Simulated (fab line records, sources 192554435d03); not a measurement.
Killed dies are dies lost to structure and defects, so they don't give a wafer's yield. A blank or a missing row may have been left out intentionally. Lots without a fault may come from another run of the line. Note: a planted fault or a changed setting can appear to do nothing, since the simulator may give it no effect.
Problem report in the 8D (eight disciplines) form, filled by code -- flow n5 finfet -- the parts of the form that need people (team, actions taken, sign-off) are left out

1. THE PROBLEM
Across 3 wafers from 2 lots, M6_THK at N5_BEOL_M6_THK_MEAS_53 averages 190.5 nm, while fault-free wafers read 79.2 nm with a standard deviation of 2.5. Measured from the usual mean, that is +45 standard deviations.
The step: measures by xrf.
Seen first at day 13 22:10 on film metro-02, wafer L649.2. The record has a number at this step for 27 wafers belonging to 9 lots. By rule, "out" or "out of limits" means more than 4 standard deviations away from the usual mean. All remaining wafers that have a number are taken as sound.

2. WHAT IT IS; WHAT IT IS NOT
question,is,is not
which readings at this step,M6_THK,-
which lots,"L649, L650","L633, L634, L638, L639, L640, L651, L652"
which wafers of those lots,"L649.2, L649.5, L650.2","L649.1, L650.1, L650.4"
read on which gauges,"film metro-01, film metro-02",-
when,from day 13 22:10,"up to then (16 sound wafers); but 8 sound wafers of L650, L651, L652 came after"

3. SUSPECTS, AND WHAT RULES EACH OUT
Counting: a tool at a process step up to the reading stays a suspect if it ran every lot that is out. Sound lots after the first of them don't rule it out here, since some wafers of a struck lot are sound.
- the gauge at N5_BEOL_M6_THK_MEAS_53: ruled out. 2 gauges (film metro-01, film metro-02) read the wafers that are out.
- cmp-02 at N5_BEOL_M6_CMP_52 (polishes, stops on SiCOH lowk, t overpolish 6.9 s, target thk 80 nm): kept. Every lot that is out went through it, the first being L649 (day 13 21:57); the last sound lot it ran before that was L640 (day 11 11:14). Its own barrier field endpoint s, overpolish run s, time to endpoint s readings are out on those wafers.
The count leaves cmp-02 at N5_BEOL_M6_CMP_52.

4. THE CAUSE (what the simulator had put in)
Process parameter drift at N5_BEOL_M6_CMP_52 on cmp-02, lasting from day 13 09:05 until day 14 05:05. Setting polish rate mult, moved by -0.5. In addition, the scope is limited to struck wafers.
Counting left only this tool.

5. SEQUENCE OF EFFECTS, ordered by route
Each row: a reading whose mean over the struck wafers that have a number lies more than 3 standard deviations from the usual. Only readings for which the record gives a usual standard deviation are gone through. hours: the time from each lot's start at the first step in this table that gives one to its start at this step, as a median over the lots. sigmas: the change in usual standard deviations.
hours,step,reading,usual,on struck wafers,change,sigmas
0,N5_BEOL_M6_CMP_52,barrier field endpoint s,29.1 s,46.8,+17.7,+19
0,N5_BEOL_M6_CMP_52,overpolish run s,6.899 s,0.039,-6.860,-99 or more
0,N5_BEOL_M6_CMP_52,time to endpoint s,64 s,82,+18,+4.5
0,N5_BEOL_M6_THK_MEAS_53,M6_THK,79.2 nm,190.5,+111.3,+45
0,N5_BEOL_M6_INSPECT_58,raw defect count,71,1356,+1285,+48
86,N5_PASSIVATION_PROBE_49,defect limited yield,91.4 %,0.0,-91.4,-61
86,N5_PASSIVATION_PROBE_49,killed_at_M4_up,12,1101,+1089,+99 or more
86,N5_PASSIVATION_PROBE_49,killed dies,101,1180,+1079,+60
86,N5_PASSIVATION_PROBE_49,killed on rim,13,152,+139,+35
86,N5_PASSIVATION_PROBE_49,sort n pass,1079,0,-1079,-63
86,N5_PASSIVATION_PROBE_49,sort yield pct,91.4 %,0.0,-91.4,-61
Its process steps:
- N5_BEOL_M6_CMP_52: polishes, stops on SiCOH lowk, t overpolish 6.9 s, target thk 80 nm.
- N5_PASSIVATION_PROBE_49

6. HOW IT WOULD HAVE BEEN CAUGHT EARLIER
In this record the first reading out of limits at a measuring or inspecting step was taken at day 13 22:10, 13 hours after the fault began at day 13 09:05.
The tool's own readings at N5_BEOL_M6_CMP_52 were out on every struck wafer that the step has a row for (barrier field endpoint s, overpolish run s, time to endpoint s): an alarm limit on them would have fired on the first of those.
Lots out: 2; of these, L650 started N5_BEOL_M6_CMP_52 on cmp-02 after day 13 22:10. It would have been spared by a hold on the tool at that moment.
